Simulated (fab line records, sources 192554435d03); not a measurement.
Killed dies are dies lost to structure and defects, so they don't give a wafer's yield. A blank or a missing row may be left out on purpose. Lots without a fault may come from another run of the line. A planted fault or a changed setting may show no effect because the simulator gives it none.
fab line records | flow n5_finfet
record lots=5 wafers=15 last_day=18
route steps=1938 shown MOL_CONTACT_COAG@581
lots that met no fault: from a run of the same line without faults
start_h: hours from the record's first day to the start of the lot's first wafer shown | wait_h: hours since the lot's step before | " the same as in the row above | L1.1+2: a row that stands for several wafers | - no value, or no start given | * or withheld: withheld | < > ~ a bound
route shown NAME@n: a module of which the file shows steps, and the number in the route of the first | usual: mean/standard deviation of fault-free wafers | same: alike in all rows | chamber/n: place in a boat | sites: the reading at each site | _std_site: their standard deviation | _edge_site: outer sites' mean less inner sites' | radius_mm: how far each site lies from the wafer's centre | mask NAME#n: copy n | behind: the tool/chamber that last shaped the wafer | hold: why the lot was held/for how many hours/how that ended | device: the transistor (n, p or np) that didn't switch | end of line: the same wafers' tests at the end of the route | a step without rows: its recipe alone | killed: dies lost to structure and defects at the first sort, not the wafer's yield | map: a wafer's dies, x killed, . not, _ none there
set.NAME: the setting as run; set.NAME@STEP: as run at that earlier step | model.NAME: the simulator's own value behind a step, which no gauge read
lots at some steps of the route; a table a step, a row a wafer
services: from which hour (start_h, from the record's first day; less than 0 if before it) a tool's chamber was out of use, for how many hours, and why
## steps
# step N5_MOL_CONTACT_COAG_ETCH_91
# recipe chemistry=N2/H2 target=SOC target_depth_a=600 overetch_a=210 mask_material=SiARC temp_c=40 time_s=101.2 ion_energy_ev=200 pressure_mtorr=30 source_w=840 bias_w=150 n2_flow_sccm=200 h2_flow_sccm=200
# usual bias_w=150.0/0.45 drypump_motor_current_A=5.8/0.45 oes_product_au=0.67/0.076 rf_vpp_V=523.8/2.4 showerhead_plenum_p_Torr=2.54/0.082 throttle_valve_pct=17.69/0.22
# columns lot.wafer tool chamber start_h wait_h bias_w drypump_motor_current_A oes_product_au rf_hours_counter_h rf_vpp_V showerhead_plenum_p_Torr throttle_valve_pct
L074.1 rie_diel-02 2 103.97 0.0 150.3 5.7 0.57 248 526.0 2.61 18.28
L074.4 " 3 " " 150.6 5.8 0.69 68 525.4 2.58 17.73
L074.5 " 2 " " 150.1 5.6 0.57 - 528.5 2.61 18.26
L079.1 rie_diel-01 3 128.85 0.0 149.5 6.2 0.75 29 528.6 2.70 17.48
L079.3 " 2 " " 149.9 5.6 0.65 157 524.5 2.54 17.54
L079.6 " 3 " " 149.7 6.2 0.74 - 528.6 2.70 17.46
L080.2 rie_diel-02 1 133.31 0.0 149.9 4.8 0.58 215 520.3 2.42 17.84
L080.4 " 3 " " 149.6 5.8 0.69 79 525.7 2.57 17.74
L080.6 " 2 " " 151.1 5.6 0.84 - 524.1 2.60 17.87
L087.1 rie_diel-03 1 174.06 0.0 149.9 5.8 0.60 201 525.9 2.63 17.78
L087.3 " 3 " " 150.1 6.3 0.59 241 523.1 2.51 18.23
L087.6 " 3 " " 149.6 6.3 0.58 - 524.9 2.51 18.24
L097.2 rie_diel-01 2 233.10 0.0 149.9 5.6 0.61 200 524.1 2.52 17.62
L097.4 " 1 " " 148.8 5.9 0.71 54 522.2 2.48 17.67
L097.6 " 1 " " 150.2 5.9 0.71 - 522.0 2.48 17.67
# step N5_MOL_CONTACT_COAG_STRIP_92
# recipe chemistry=N2/H2 temp_c=40 n2_flow_sccm=200 h2_flow_sccm=200 rf_frequency_hz=6e+07
# columns lot.wafer tool chamber start_h wait_h
L074.1+4+5 rie_diel-02 2,3,2 104.04 0.0
L079.1+3+6 rie_diel-01 3,2,3 128.92 0.0
L080.2+4+6 rie_diel-02 1,3,2 133.38 0.0
L087.1+3+6 rie_diel-03 1,3,3 174.13 0.0
L097.2+4+6 rie_diel-01 2,1,1 233.17 0.0
# step N5_MOL_CONTACT_COAG_STRIP_93
# recipe chemistry=N2/H2 temp_c=40 n2_flow_sccm=200 h2_flow_sccm=200 rf_frequency_hz=6e+07
# columns lot.wafer tool chamber start_h wait_h
L074.1+4+5 rie_diel-02 2,3,2 104.05 0.0
L079.1+3+6 rie_diel-01 3,2,3 128.93 0.0
L080.2+4+6 rie_diel-02 1,3,2 133.39 0.0
L087.1+3+6 rie_diel-03 1,3,3 174.14 0.0
L097.2+4+6 rie_diel-01 2,1,1 233.18 0.0
# step N5_MOL_CONTACT_COAG_ETCHBACK_135
# recipe chemistry=CHF3 target=SiO2 target_depth_a=250 time_s=16.7 ion_energy_ev=200 pressure_mtorr=30 source_w=610 bias_w=170 Ar_flow_sccm=200 CHF3_flow_sccm=50
# usual bias_w=170.1/0.48 drypump_motor_current_A=5.8/0.45 oes_product_au=0.80/0.093 rf_vpp_V=522/5.3 showerhead_plenum_p_Torr=2.38/0.075 throttle_valve_pct=18.58/0.24
# columns lot.wafer tool chamber start_h wait_h bias_w drypump_motor_current_A oes_product_au rf_hours_counter_h rf_vpp_V showerhead_plenum_p_Torr throttle_valve_pct
L074.1 rie_diel-02 2 104.06 0.0 170.3 5.6 0.68 248 519 2.44 19.25
L074.4 " 3 " " 170.4 5.9 0.83 68 529 2.42 18.73
L074.5 " 2 " " 170.3 5.6 0.68 - 519 2.44 19.25
L079.1 rie_diel-01 3 128.94 0.0 171.0 6.2 0.89 29 528 2.52 18.36
L079.3 " 2 " " 169.9 5.6 0.77 157 513 2.38 18.42
L079.6 " 3 " " 170.7 6.2 0.89 - 529 2.52 18.36
L080.2 rie_diel-02 1 133.40 0.0 170.7 4.8 0.70 215 522 2.27 18.62
L080.4 " 3 " " 170.0 5.8 0.82 79 527 2.42 18.74
L080.6 " 2 " " 169.6 5.7 1.01 - 518 2.44 18.85
L087.1 rie_diel-03 1 174.15 0.0 170.6 5.8 0.71 201 522 2.46 18.64
L087.3 " 3 " " 169.4 6.3 0.69 241 518 2.36 19.06
L087.6 " 3 " " 169.7 6.3 0.69 - 519 2.36 19.08
L097.2 rie_diel-01 2 233.19 0.0 170.2 5.6 0.73 200 513 2.37 18.48
L097.4 " 1 " " 168.8 5.9 0.85 54 516 2.32 18.50
L097.6 " 1 " " 169.8 5.9 0.85 - 515 2.31 18.51
# step N5_MOL_CONTACT_COAG_STRIP_118
# recipe chemistry=CHF3 resist=SiARC rf_frequency_hz=6e+07
# columns lot.wafer tool chamber start_h wait_h
L074.1+4+5 rie_diel-02 2,3,2 104.08 0.0
L079.1+3+6 rie_diel-01 3,2,3 128.96 0.0
L080.2+4+6 rie_diel-02 1,3,2 133.42 0.0
L087.1+3+6 rie_diel-03 1,3,3 174.18 0.0
L097.2+4+6 rie_diel-01 2,1,1 233.22 0.0
# step N5_MOL_CONTACT_COAG_VIA_ETCH_46
# recipe chemistry=C4F6/O2 target_depth_a=460 overetch_a=92 mask_material=SOC target=SiO2 bias_w=455 pressure_mtorr=10 time_s=40 source_w=325 Ar_flow_sccm=300 C4F6_flow_sccm=10 O2_flow_sccm=10 ion_energy_ev=575.3 ends=end_point
# usual bias_w=454.9/1.4 drypump_motor_current_A=5.8/0.45 oes_product_au=0.72/0.081 rf_vpp_V=1581/15 showerhead_plenum_p_Torr=2.84/0.09 throttle_valve_pct=40.71/0.25
# columns lot.wafer tool chamber start_h wait_h bias_w drypump_motor_current_A oes_product_au rf_hours_counter_h rf_vpp_V showerhead_plenum_p_Torr throttle_valve_pct
L074.1 rie_diel-02 2 104.09 0.0 455.5 5.6 0.60 248 1572 2.91 41.05
L074.4 " 3 " " 457.4 5.9 0.74 68 1599 2.89 40.93
L074.5 " 2 " " 454.9 5.6 0.60 - 1570 2.91 41.05
L079.1 rie_diel-01 3 128.97 0.0 454.8 6.2 0.78 29 1599 3.01 40.60
L079.3 " 2 " " 455.0 5.5 0.69 157 1554 2.84 40.50
L079.6 " 3 " " 456.5 6.2 0.80 - 1600 3.01 40.64
L080.2 rie_diel-02 1 133.43 0.0 453.6 4.8 0.62 215 1579 2.71 40.81
L080.4 " 3 " " 455.9 5.9 0.73 79 1600 2.88 40.93
L080.6 " 2 " " 454.8 5.7 0.89 - 1572 2.91 41.09
L087.1 rie_diel-03 1 174.19 0.0 455.4 5.8 0.63 201 1585 2.93 40.57
L087.3 " 3 " " 456.6 6.3 0.63 241 1572 2.82 41.26
L087.6 " 3 " " 456.4 6.3 0.63 - 1573 2.82 41.27
L097.2 rie_diel-01 2 233.23 0.0 450.9 5.6 0.66 200 1552 2.82 40.54
L097.4 " 1 " " 453.9 5.9 0.76 54 1565 2.76 40.73
L097.6 " 1 " " 453.4 5.9 0.77 - 1563 2.76 40.73
# step N5_MOL_CONTACT_COAG_STRIP_96
# recipe chemistry=N2/H2 power_w=500 temp_c=40 pressure_mtorr=50 rf_frequency_hz=6e+07 overash_fraction=0.3 bias_power_w=28 h2_frac=0.5 n2_flow_sccm=300 h2_flow_sccm=300
# usual bias_power_w=28.01/0.081 drypump_motor_current_A=5.8/0.45 oes_product_au=0.80/0.095 rf_vpp_V=121.8/1.3 showerhead_plenum_p_Torr=3.36/0.1 throttle_valve_pct=18.81/0.26
# columns lot.wafer tool chamber start_h wait_h bias_power_w drypump_motor_current_A oes_product_au rf_hours_counter_h rf_vpp_V showerhead_plenum_p_Torr throttle_valve_pct
L074.1 rie_diel-02 2 104.16 0.0 27.85 5.7 0.68 248 121.4 3.44 19.19
L074.4 " 3 " " 28.11 5.9 0.83 68 119.4 3.40 18.73
L074.5 " 2 " " 27.87 5.6 0.67 - 124.2 3.44 19.20
L079.1 rie_diel-01 3 129.04 0.0 28.03 6.2 0.88 29 120.5 3.56 18.60
L079.3 " 2 " " 28.08 5.6 0.78 157 122.5 3.36 18.73
L079.6 " 3 " " 28.13 6.2 0.90 - 123.4 3.56 18.64
L080.2 rie_diel-02 1 133.50 0.0 28.03 4.8 0.72 215 122.2 3.20 19.14
L080.4 " 3 " " 28.03 5.8 0.83 79 122.3 3.39 18.78
L080.6 " 2 " " 28.12 5.7 1.01 - 123.4 3.44 18.79
L087.1 rie_diel-03 1 174.25 0.0 28.06 5.8 0.72 201 122.2 3.47 18.87
L087.3 " 3 " " 27.93 6.3 0.70 241 121.6 3.32 19.53
L087.6 " 3 " " 28.04 6.3 0.70 - 121.1 3.32 19.56
L097.2 rie_diel-01 1 233.29 0.0 27.92 5.9 0.86 54 120.7 3.27 18.97
L097.4 " 3 " " 28.13 6.2 0.84 69 121.6 3.54 18.69
L097.6 " 1 " " 27.96 5.9 0.86 - 121.7 3.27 18.95
# step N5_MOL_CONTACT_COAG_ETCH_47
# recipe chemistry=CH3F/O2 target=SiNx target_depth_a=270 mask_material=SiO2 stop_on=W over_etch_frac=0.2 ion_energy_ev=120 endpoint=OES-CN pressure_mtorr=30 source_w=395 bias_w=73 Ar_flow_sccm=150 CH3F_flow_sccm=30 O2_flow_sccm=20 ends=end_point
# usual bias_w=72.98/0.21 drypump_motor_current_A=5.8/0.45 etch_rf_on_time_s=31.0/0.36 oes_product_au=0.72/0.084 rf_vpp_V=296.1/2.9 showerhead_plenum_p_Torr=2.00/0.066 throttle_valve_pct=16.21/0.23
# columns lot.wafer tool chamber start_h wait_h bias_w drypump_motor_current_A etch_rf_on_time_s oes_product_au rf_hours_counter_h rf_vpp_V showerhead_plenum_p_Torr throttle_valve_pct
L074.1 rie_diel-02 2 104.20 0.0 72.86 5.6 31.3 0.60 248 294.6 2.05 16.89
L074.4 " 3 " " 73.01 5.9 30.7 0.75 68 299.1 2.03 16.32
L074.5 " 2 " " 73.02 5.7 31.3 0.61 - 294.5 2.05 16.88
L079.1 rie_diel-01 3 129.08 0.0 73.17 6.2 30.7 0.79 29 299.0 2.13 15.97
L079.3 " 2 " " 73.18 5.6 30.9 0.70 157 290.4 2.00 16.04
L079.6 " 3 " " 73.05 6.2 30.6 0.81 - 299.3 2.13 15.98
L080.2 rie_diel-02 1 133.54 0.0 73.19 4.8 31.0 0.63 215 295.4 1.90 16.29
L080.4 " 3 " " 73.05 5.8 30.9 0.73 79 298.7 2.03 16.31
L080.6 " 2 " " 72.89 5.6 31.2 0.89 - 295.4 2.05 16.43
L087.1 rie_diel-03 1 174.29 0.0 73.08 5.8 31.1 0.64 201 296.8 2.07 16.30
L087.3 " 3 " " 73.12 6.3 31.6 0.62 241 294.6 1.98 16.70
L087.6 " 3 " " 73.10 6.3 31.8 0.63 - 292.7 1.98 16.70
L097.2 rie_diel-01 2 233.33 0.0 72.98 5.6 30.8 0.66 200 290.3 1.99 16.15
L097.4 " 0 " " 72.61 6.2 30.1 0.82 - 293.4 2.04 15.83
L097.6 " 1 " " 72.80 5.9 30.9 0.76 - 293.9 1.94 16.12
# step N5_MOL_CONTACT_COAG_STRIP_119
# recipe chemistry=N2/H2 time_s=30 power_w=1000 temp_c=250 pressure_mtorr=withheld n2_flow_sccm=1750 h2_flow_sccm=3250
# usual drypump_motor_current_A=5.88/0.14 heater_power_w=344/23
# columns lot.wafer tool chamber start_h wait_h drypump_motor_current_A heater_power_w rf_hours_counter_h
L074.1 plasma_asher-01 0 104.28 0.1 5.99 325 99
L074.4 " 1 " " 6.01 383 -
L074.5 " 1 " " 6.01 387 -
L079.1 plasma_asher-02 1 129.16 0.1 5.87 323 43
L079.3 " 0 " " 5.60 352 -
L079.6 " 1 " " 5.89 319 -
L080.2 plasma_asher-01 1 133.62 0.1 5.99 374 105
L080.4 " 1 " " 5.96 367 -
L080.6 " 0 " " 5.97 330 -
L087.1 plasma_asher-01 1 174.37 0.1 5.99 376 115
L087.3 " 1 " " 5.95 387 -
L087.6 " 0 " " 5.98 334 -
L097.2 plasma_asher-02 0 233.41 0.1 5.66 347 62
L097.4 " 1 " " 5.91 333 -
L097.6 " 0 " " 5.63 351 -
# step N5_MOL_CONTACT_COAG_PRECLEAN_144
# recipe chemistry=alkaline_clean temp_c=60 time_s=60 do_ppb=50
# columns lot.wafer tool chamber start_h wait_h
L074.1+4+5 wet_bench-03 0,7,3 104.37 0.1
L079.1+3+6 wet_bench-01 7,4,1 129.24 0.1
L080.2+4+6 wet_bench-01 3,2,4 133.71 0.1
L087.1+3+6 wet_bench-01 3,7,4 174.46 0.1
L097.2+4+6 wet_bench-01 1,2,7 233.50 0.1
# step N5_MOL_CONTACT_COAG_SRD_145
# recipe dry=ipa_marangoni time_s=30 temp_c=23 rinse_liquid=diw
# usual do_supply_ppb=10.02/0.1
# columns lot.wafer tool chamber start_h wait_h do_supply_ppb
L074.1 wet_bench-03 0 104.39 0.0 9.86
L074.4 " 7 " " 10.08
L074.5 " 3 " " 9.92
L079.1 wet_bench-01 7 129.26 0.0 10.08
L079.3 " 4 " " 10.11
L079.6 " 1 " " 10.17
L080.2 wet_bench-01 3 133.72 0.0 10.10
L080.4 " 2 " " 10.19
L080.6 " 4 " " 10.05
L087.1 wet_bench-01 3 174.48 0.0 10.07
L087.3 " 7 " " 10.07
L087.6 " 4 " " 10.04
L097.2 wet_bench-01 1 233.52 0.0 10.08
L097.4 " 2 " " 9.93
L097.6 " 7 " " 10.03
# step N5_MOL_CONTACT_COAG_CD_MEAS_137
# recipe target_cd_nm=16
# usual cd_nm=15.92/0.28
# columns lot.wafer tool chamber start_h wait_h cd_nm
L074.1 cd_sem-01 - 104.43 0.0 15.81
L074.4 " - " " 15.74
L074.5 " - " " 15.76
L079.1 cd_sem-02 - 129.30 0.0 15.95
L079.3 " - " " 15.33
L079.6 " - " " 15.85
L080.2 cd_sem-02 - 133.77 0.0 15.62
L080.4 " - " " 15.83
L080.6 " - " " 15.81
L087.1 cd_sem-03 - 174.52 0.0 16.11
L087.3 " - " " 15.37
L087.6 " - " " 15.64
L097.2 cd_sem-01 - 233.56 0.0 16.14
L097.4 " - " " 15.93
L097.6 " - " " 16.12
# step N5_MOL_CONTACT_COAG_COAT_62
# recipe resist=SOC temp_c=250 time_s=60 spin_rpm=1500 resist_thk_nm=60
# columns lot.wafer tool chamber start_h wait_h
L074.1+4+5 litho_track-02 0 104.46 0.0
L079.1+3+6 litho_track-04 0 129.34 0.0
L080.2+4+6 litho_track-03 0 133.80 0.0
L087.1+3+6 litho_track-04 0 174.56 0.0
L097.2+4+6 litho_track-03 0 233.60 0.0
# step N5_MOL_CONTACT_COAG_COAT_63
# recipe resist=SiARC temp_c=220 time_s=60 spin_rpm=1500 resist_thk_nm=10
# columns lot.wafer tool chamber start_h wait_h
L074.1+4+5 litho_track-02 0 - -
L079.1+3+6 litho_track-04 0 - -
L080.2+4+6 litho_track-03 0 - -
L087.1+3+6 litho_track-04 0 - -
L097.2+4+6 litho_track-03 0 - -
# step N5_MOL_CONTACT_COAG_COAT_64
# recipe resist=underlayer temp_c=205 time_s=60 spin_rpm=1500 resist_thk_nm=10
# columns lot.wafer tool chamber start_h wait_h
L074.1+4+5 litho_track-02 0 - -
L079.1+3+6 litho_track-04 0 - -
L080.2+4+6 litho_track-03 0 - -
L087.1+3+6 litho_track-04 0 - -
L097.2+4+6 litho_track-03 0 - -
# step N5_MOL_CONTACT_COAG_COAT_34
# recipe resist=CAR-EUV spin_rpm=1500 resist_thk_nm=40
# columns lot.wafer tool chamber start_h wait_h
L074.1+4+5 litho_track-02 0 - -
L079.1+3+6 litho_track-04 0 - -
L080.2+4+6 litho_track-03 0 - -
L087.1+3+6 litho_track-04 0 - -
L097.2+4+6 litho_track-03 0 - -
# step N5_MOL_CONTACT_COAG_EBR_36
# recipe solvent=PGMEA ebr_width_mm=1.5
# columns lot.wafer tool chamber start_h wait_h
L074.1+4+5 litho_track-02 0 - -
L079.1+3+6 litho_track-04 0 - -
L080.2+4+6 litho_track-03 0 - -
L087.1+3+6 litho_track-04 0 - -
L097.2+4+6 litho_track-03 0 - -
# step N5_MOL_CONTACT_COAG_SOFTBAKE_35
# recipe temp_c=110 time_s=60 resist=CAR-EUV
# columns lot.wafer tool chamber start_h wait_h
L074.1+4+5 litho_track-02 0 - -
L079.1+3+6 litho_track-04 0 - -
L080.2+4+6 litho_track-03 0 - -
L087.1+3+6 litho_track-04 0 - -
L097.2+4+6 litho_track-03 0 - -
# step N5_MOL_CONTACT_COAG_EXPOSE_37
# recipe mask_id=VD na=0.33 source_shape=annular sigma_inner=0.3 sigma_outer=0.7 polarization=unpolarized defocus_nm=0 dose_mj=62
# same na=0.33 sigma_inner=0.3
# columns lot.wafer tool chamber start_h wait_h mask
L074.1+4+5 euv_scanner-02 0 104.60 - VD#0
L079.1+3+6 euv_scanner-01 0 129.60 - VD#0
L080.2+4+6 euv_scanner-02 0 134.07 - VD#0
L087.1+3+6 euv_scanner-01 0 174.69 - VD#0
L097.2+4+6 euv_scanner-01 0 233.74 - VD#0
# step N5_MOL_CONTACT_COAG_PEB_38
# recipe peb_temp_c=100 peb_time_s=60 resist=CAR-EUV
# columns lot.wafer tool chamber start_h wait_h
L074.1+4+5 litho_track-03 0 104.68 0.1
L079.1+3+6 litho_track-02 0 129.68 0.1
L080.2+4+6 litho_track-03 0 134.14 0.1
L087.1+3+6 litho_track-02 0 174.77 0.1
L097.2+4+6 litho_track-02 0 233.81 0.1
# step N5_MOL_CONTACT_COAG_DEVELOP_39
# recipe develop_time_s=30 developer=TMAH resist=CAR-EUV rinse_liquid=surfactant_rinse dry=air_spin dev_temp_c=23
# columns lot.wafer tool chamber start_h wait_h
L074.1+4+5 litho_track-03 0 - -
L079.1+3+6 litho_track-02 0 - -
L080.2+4+6 litho_track-03 0 - -
L087.1+3+6 litho_track-02 0 - -
L097.2+4+6 litho_track-02 0 - -
# step N5_MOL_CONTACT_COAG_CD_MEAS_40
# recipe target_cd_nm=25.1 landing_energy_ev=500 detector=se_inlens polarity=opening
# usual cd_nm=25.11/0.21
# columns lot.wafer tool chamber start_h wait_h cd_nm
L074.1 cd_sem-02 0 104.75 - 25.18
L074.4 " 0 " " 25.22
L074.5 " 0 " " 25.53
L079.1 cd_sem-03 0 129.75 - 24.64
L079.3 " 0 " " 25.06
L079.6 " 0 " " 25.08
L080.2 cd_sem-02 0 134.21 - 24.95
L080.4 " 0 " " 25.10
L080.6 " 0 " " 25.15
L087.1 cd_sem-02 0 174.84 - 25.49
L087.3 " 0 " " 24.98
L087.6 " 0 " " 24.51
L097.2 cd_sem-02 0 233.88 - 25.23
L097.4 " 0 " " 25.15
L097.6 " 0 " " 25.17
# step N5_MOL_CONTACT_COAG_OVL_MEAS_41
# recipe points_per_wafer=522
# usual VD_OVL=-0.3/0.74
# columns lot.wafer tool chamber start_h wait_h VD_OVL[nm]
L074.1 overlay-02 0 104.78 0.0 -1.2
L074.4 " 0 " " -0.3
L074.5 " 0 " " -1.1
L079.1 overlay-02 0 129.78 0.0 -0.3
L079.3 " 0 " " -1.1
L079.6 " 0 " " -1.4
L080.2 overlay-01 0 134.24 0.0 -0.3
L080.4 " 0 " " -0.5
L080.6 " 0 " " -0.4
L087.1 overlay-01 0 174.87 0.0 -0.1
L087.3 " 0 " " 0.4
L087.6 " 0 " " -0.4
L097.2 overlay-02 0 233.91 0.0 -0.6
L097.4 " 0 " " -1.0
L097.6 " 0 " " -1.3
# step N5_MOL_CONTACT_COAG_INSPECT_42
# recipe mode=adi inspect_instrument=brightfield
# usual raw_defect_count=193/53
# columns lot.wafer tool chamber start_h wait_h raw_defect_count
L074.1 defect_inspect-01 - 104.83 0.1 165
L074.4 " - " " 194
L074.5 " - " " 283
L079.1 defect_inspect-02 - 129.84 0.1 283
L079.3 " - " " 272
L079.6 " - " " 261
L080.2 defect_inspect-01 - 134.30 0.0 240
L080.4 " - " " 221
L080.6 " - " " 261
L087.1 defect_inspect-01 - 174.93 0.1 185
L087.3 " - " " 223
L087.6 " - " " 136
L097.2 defect_inspect-01 - 233.97 0.0 319
L097.4 " - " " 230
L097.6 " - " " 272
# step N5_MOL_CONTACT_COAG_DESCUM_45
# recipe chemistry=O2 time_s=7 source_power_w=50 bias_power_w=20 pressure_mtorr=20 rf_frequency_hz=2.712e+07 temp_c=40 resist=CAR-EUV o2_flow_sccm=225
# usual bias_power_w=20.00/0.057 drypump_motor_current_A=5.8/0.45 o2_flow_sccm=225.1/0.67 oes_product_au=0.78/0.084 rf_vpp_V=243.1/1.3 showerhead_plenum_p_Torr=2.09/0.07 throttle_valve_pct=20.27/0.24
# columns lot.wafer tool chamber start_h wait_h bias_power_w drypump_motor_current_A o2_flow_sccm oes_product_au rf_hours_counter_h rf_vpp_V showerhead_plenum_p_Torr throttle_valve_pct
L074.1 rie_diel-01 3 104.88 0.0 19.97 6.2 224.9 0.91 19 245.1 2.23 20.07
L074.4 " 2 " " 19.99 5.5 224.0 0.78 147 243.1 2.09 20.00
L074.5 " 0 " " 20.00 6.2 225.1 0.70 - 246.1 2.14 20.15
L079.1 rie_diel-02 1 129.87 0.0 19.96 4.8 225.7 0.70 214 241.9 1.99 20.31
L079.3 " 3 " " 20.00 5.9 225.3 0.82 - 241.4 2.11 20.37
L079.6 " 3 " " 20.02 5.9 224.7 0.82 - 243.0 2.11 20.36
L080.2 rie_diel-01 1 134.33 0.0 19.94 5.9 224.4 0.93 15 242.2 2.04 20.11
L080.4 " 3 " " 20.11 6.2 225.1 0.88 31 245.9 2.23 20.10
L080.6 " 0 " " 19.96 6.2 226.4 0.69 - 243.5 2.14 20.15
L087.1 rie_diel-03 1 174.96 0.0 20.00 5.8 225.6 0.72 201 243.4 2.17 20.39
L087.3 " 2 " " 20.00 6.4 223.1 0.72 194 243.0 1.99 20.35
L087.6 " 1 " " 20.04 5.8 225.0 0.72 - 244.1 2.17 20.39
L097.2 rie_diel-02 2 234.00 0.0 19.94 5.6 224.6 0.91 32 243.6 2.13 20.64
L097.4 " 0 " " 19.90 5.5 224.2 0.77 125 242.7 2.09 19.96
L097.6 " 1 " " 20.04 4.8 225.6 0.68 - 241.7 1.98 20.37
# step N5_MOL_CONTACT_COAG_ETCH_65
# recipe chemistry=N2/H2 target=underlayer target_depth_a=130 mask_material=CAR-EUV time_s=10.4 ion_energy_ev=200 pressure_mtorr=30 source_w=840 bias_w=150 n2_flow_sccm=200 h2_flow_sccm=200 ends=cleared
# usual bias_w=150.0/0.44 drypump_motor_current_A=5.8/0.45 etch_rf_on_time_s=10.35/0.11 oes_product_au=0.67/0.071 rf_vpp_V=523.6/2.4 showerhead_plenum_p_Torr=2.54/0.083 throttle_valve_pct=17.75/0.22
# columns lot.wafer tool chamber start_h wait_h bias_w drypump_motor_current_A etch_rf_on_time_s oes_product_au rf_hours_counter_h rf_vpp_V showerhead_plenum_p_Torr throttle_valve_pct
L074.1 rie_diel-01 3 104.91 0.0 149.7 6.2 10.27 0.78 19 528.9 2.70 17.48
L074.4 " 2 " " 150.1 5.6 10.38 0.67 147 524.1 2.54 17.56
L074.5 " 0 " " 149.2 6.2 10.50 0.60 - 526.1 2.62 17.68
L079.1 rie_diel-02 1 129.92 0.0 149.8 4.8 10.35 0.60 214 519.5 2.42 17.87
L079.3 " 3 " " 150.6 5.8 10.55 0.69 - 525.5 2.57 17.78
L079.6 " 3 " " 149.9 5.8 10.42 0.69 - 524.5 2.57 17.78
L080.2 rie_diel-01 1 134.37 0.0 150.0 5.9 10.35 0.78 15 522.3 2.49 17.65
L080.4 " 3 " " 150.2 6.2 10.23 0.76 31 528.3 2.70 17.51
L080.6 " 0 " " 150.4 6.2 10.50 0.59 - 525.3 2.61 17.70
L087.1 rie_diel-03 1 175.00 0.0 149.7 5.8 10.28 0.62 201 526.8 2.63 17.81
L087.3 " 2 " " 149.6 6.4 10.24 0.61 194 521.0 2.42 17.78
L087.6 " 1 " " 149.7 5.8 10.24 0.62 - 525.9 2.63 17.82
L097.2 rie_diel-02 2 234.04 0.0 149.4 5.7 10.38 0.77 32 524.8 2.59 18.00
L097.4 " 0 " " 149.3 5.5 10.26 0.67 125 524.2 2.55 17.55
L097.6 " 1 " " 149.9 4.8 10.39 0.58 - 520.0 2.40 17.93
# step N5_MOL_CONTACT_COAG_ETCH_66
# recipe chemistry=CF4 target=SiARC target_depth_a=130 mask_material=CAR-EUV time_s=21.7 ion_energy_ev=80 pressure_mtorr=40 source_w=545 bias_w=36 Ar_flow_sccm=100 cf4_flow_sccm=100 ends=cleared
# usual bias_w=35.98/0.11 drypump_motor_current_A=5.8/0.45 etch_rf_on_time_s=21.60/0.29 oes_product_au=0.67/0.072 rf_vpp_V=184.1/1.2 showerhead_plenum_p_Torr=2.14/0.067 throttle_valve_pct=15.48/0.23
# columns lot.wafer tool chamber start_h wait_h bias_w drypump_motor_current_A etch_rf_on_time_s oes_product_au rf_hours_counter_h rf_vpp_V showerhead_plenum_p_Torr throttle_valve_pct
L074.1 rie_diel-01 3 104.93 0.0 36.05 6.2 21.32 0.78 19 184.9 2.27 15.21
L074.4 " 2 " " 35.89 5.6 21.34 0.68 147 185.3 2.14 15.31
L074.5 " 0 " " 35.85 6.2 21.60 0.60 - 185.0 2.19 15.49
L079.1 rie_diel-02 1 129.95 0.0 36.02 4.8 21.61 0.60 214 182.5 2.04 15.57
L079.3 " 3 " " 36.10 5.9 21.93 0.70 - 185.5 2.17 15.58
L079.6 " 3 " " 35.97 5.9 21.89 0.69 - 185.2 2.17 15.57
L080.2 rie_diel-01 1 134.39 0.0 36.14 5.9 21.32 0.79 15 183.7 2.10 15.32
L080.4 " 3 " " 35.97 6.2 21.48 0.76 31 186.0 2.27 15.22
L080.6 " 0 " " 36.26 6.2 21.75 0.59 - 185.1 2.19 15.48
L087.1 rie_diel-03 1 175.02 0.0 35.87 5.8 21.63 0.61 201 183.9 2.21 15.58
L087.3 " 2 " " 35.97 6.4 21.82 0.61 194 184.0 2.04 15.54
L087.6 " 1 " " 35.81 5.8 21.67 0.62 - 184.7 2.21 15.58
L097.2 rie_diel-02 2 234.06 0.0 36.04 5.6 21.68 0.77 32 184.3 2.18 15.78
L097.4 " 0 " " 36.10 5.5 21.68 0.67 125 185.2 2.15 15.24
L097.6 " 1 " " 35.97 4.8 21.77 0.57 - 182.7 2.03 15.62
# step N5_MOL_CONTACT_COAG_ALD_133
# recipe material=SiO2 target_thk_a=50 temp_c=100 ald_precursor_family=BDEAS ald_co_reactant=O2-plasma pulse_time_s=1 co_reactant_pulse_time_s=1 purge_time_s=2 co_reactant_purge_time_s=2 ald_cycles=35 pressure_torr=2
# usual chamber_pressure_Torr=2.000/0.0041 heater_power_w=80/8.6 precursor_pulse_height_rel=1.000/0.02
# columns lot.wafer tool chamber start_h wait_h chamber_pressure_Torr heater_power_w precursor_pulse_height_rel
L074.1 ald_sin-01 2 105.34 0.4 1.994 65 1.029
L074.4 " 1 " " 2.002 93 1.004
L074.5 " 3 " " 1.993 71 0.991
L079.1 ald_sin-02 0 130.21 0.2 2.008 82 1.010
L079.3 " 2 " " 1.998 80 0.989
L079.6 " 2 " " 1.998 81 0.999
L080.2 ald_sin-01 3 134.85 0.4 2.001 70 0.983
L080.4 " 1 " " 2.009 91 0.999
L080.6 " 0 " " 2.000 90 1.016
L087.1 ald_sin-01 3 175.10 0.1 1.995 72 1.026
L087.3 " 0 " " 2.001 91 0.999
L087.6 " 0 " " 1.999 91 1.028
L097.2 ald_sin-01 1 234.14 0.1 2.001 91 1.020
L097.4 " 1 " " 1.990 93 1.025
L097.6 " 0 " " 2.001 91 1.022
## services
# columns tool chamber start_h hours kind
ald_sin-02 0 83.73 3.5 repair
euv_scanner-01 - 104.94 4.6 pm
ald_sin-02 0 108.34 6.2 repair
euv_scanner-02 - 109.54 1.0 pm
euv_scanner-01 - 110.58 1.0 pm
euv_scanner-01 - 119.82 0.4 repair
rie_diel-01 1 121.69 7.3 repair
plasma_asher-01 - 132.90 0.6 repair
plasma_asher-02 - 139.38 4.3 pm
euv_scanner-01 - 139.87 2.7 repair
ald_sin-02 - 141.74 6.1 pm
euv_scanner-02 - 143.60 2.5 repair
rie_diel-02 3 152.96 1.8 repair
euv_scanner-02 - 153.10 63.5 repair
rie_diel-03 0 165.62 14.4 repair
rie_diel-01 1 172.82 7.6 repair
rie_diel-02 0 174.77 2.9 repair
euv_scanner-01 - 179.60 1.0 pm
plasma_asher-02 - 189.71 1.6 repair
euv_scanner-02 - 216.63 1.0 pm
euv_scanner-02 - 217.64 4.6 pm
ald_sin-01 2 224.58 12.5 repair
rie_diel-01 3 225.93 4.2 repair
plasma_asher-02 - 226.21 0.5 repair
## key
fault none
